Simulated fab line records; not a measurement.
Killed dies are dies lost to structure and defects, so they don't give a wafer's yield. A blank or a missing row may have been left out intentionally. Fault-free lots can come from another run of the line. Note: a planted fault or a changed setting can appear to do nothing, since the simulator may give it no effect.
Tool commonality check	flow nand harc	Sample size 12 lots and 39 wafers

## REASON IT WAS OPENED
Flagged at NHARC_P_GATE_CD_MEAS_26: reading cd nm, on 1 of 12 lots. Wafers without a fault read 119.9 nm, standard deviation 0.52.
Rule: a lot gets a flag if all its wafers with a number sit over 4 standard deviations from that mean, or if no wafer of it has a number. The rest of the lots are taken to be sound.

lot	measured	on	cd nm (nm), wafer by wafer	flag
L801	day 5 03:49	cd sem-02	119.9 120.1 120.1	
L802	day 5 14:26	cd sem-01	120.2 121.1 119.6	
L803	day 5 16:34	cd sem-01	120.6 119.9 120.2	
L806	day 7 01:35	cd sem-03	119.8 119.2 119.3	
L807	day 7 09:43	cd sem-02	107.5 106.9 106.6 107.0 106.3 106.5	FLAGGED
L816	day 11 03:07	cd sem-01	119.6 120.0 120.7	
L817	day 11 16:37	cd sem-02	120.2 119.8 120.2	
L818	day 12 04:46	cd sem-02	120.0 119.5 119.6	
L821	day 13 01:49	cd sem-02	120.5 119.8 119.5	
L822	day 13 20:02	cd sem-03	119.7 119.8 119.5	
L823	day 14 04:03	cd sem-01	120.7 120.5 120.5	
L824	day 14 12:44	cd sem-03	120.7 120.6 120.0	
On average the flagged lots' numbers are 106.8 nm, which is -13.1 nm against the usual, or -25 standard deviations.

## LOT BY LOT: THE TOOL USED
The record keeps 1 process step preceding the reading, out of 1302 steps on the route. Read each cell as the tool, then ch plus the chambers that the sampled wafers visited, then the start.
lot	flag	NHARC_P_GATE_EXPOSE_23
L801		arfi scanner-01 ch 0, day 5 03:41
L802		arfi scanner-02 ch 0, day 5 14:18
L803		arfi scanner-02 ch 0, day 5 16:25
L806		arfi scanner-01 ch 0, day 7 01:28
L807	FLAGGED	arfi scanner-03 ch 0, day 7 09:35
L816		arfi scanner-03 ch 0, day 11 02:58
L817		arfi scanner-02 ch 0, day 11 16:28
L818		arfi scanner-02 ch 0, day 12 04:38
L821		arfi scanner-02 ch 0, day 13 01:40
L822		arfi scanner-03 ch 0, day 13 19:53
L823		arfi scanner-01 ch 0, day 14 03:55
L824		arfi scanner-03 ch 0, day 14 12:36
What is done by these steps:
- NHARC_P_GATE_EXPOSE_23: exposes mask P GATE, target cd 120 nm.
- NHARC_P_GATE_CD_MEAS_26: target cd 120 nm.

## FLAGGED AGAINST TOTAL, ONE TOOL AT A TIME (gauges that did the reading follow at the end)
step	tool	lots run	flagged	share of the flagged lots	sound lots run after its first flagged lot
NHARC_P_GATE_EXPOSE_23	arfi scanner-01	3	0	none	-
NHARC_P_GATE_EXPOSE_23	arfi scanner-02	5	0	none	-
NHARC_P_GATE_EXPOSE_23	arfi scanner-03	4	1	all	3 (L816,L822,L824)
NHARC_P_GATE_CD_MEAS_26	cd sem-01	4	0	none	-
NHARC_P_GATE_CD_MEAS_26	cd sem-02	5	1	all	3 (L817,L818,L821)
NHARC_P_GATE_CD_MEAS_26	cd sem-03	3	0	none	-

## THE TABLE: WHAT IT ALLOWS
2 rows of the table ran every flagged lot: arfi scanner-03 at NHARC_P_GATE_EXPOSE_23, cd sem-02 at NHARC_P_GATE_CD_MEAS_26.
- arfi scanner-03 at NHARC_P_GATE_EXPOSE_23 ran 4 lots, 1 of them flagged. Lots that were sound ran on it after the first flagged one (L816, L822, L824); a persistent fault on the entire tool would not allow that.
- cd sem-02 at NHARC_P_GATE_CD_MEAS_26 ran 5 lots, 1 of them flagged. Lots that were sound ran on it after the first flagged one (L817, L818, L821); a persistent fault on the entire tool would not allow that.
None of the table's rows ran every flagged lot and, after the first, no sound lot.

## WHAT THE SIMULATOR HAD INSERTED
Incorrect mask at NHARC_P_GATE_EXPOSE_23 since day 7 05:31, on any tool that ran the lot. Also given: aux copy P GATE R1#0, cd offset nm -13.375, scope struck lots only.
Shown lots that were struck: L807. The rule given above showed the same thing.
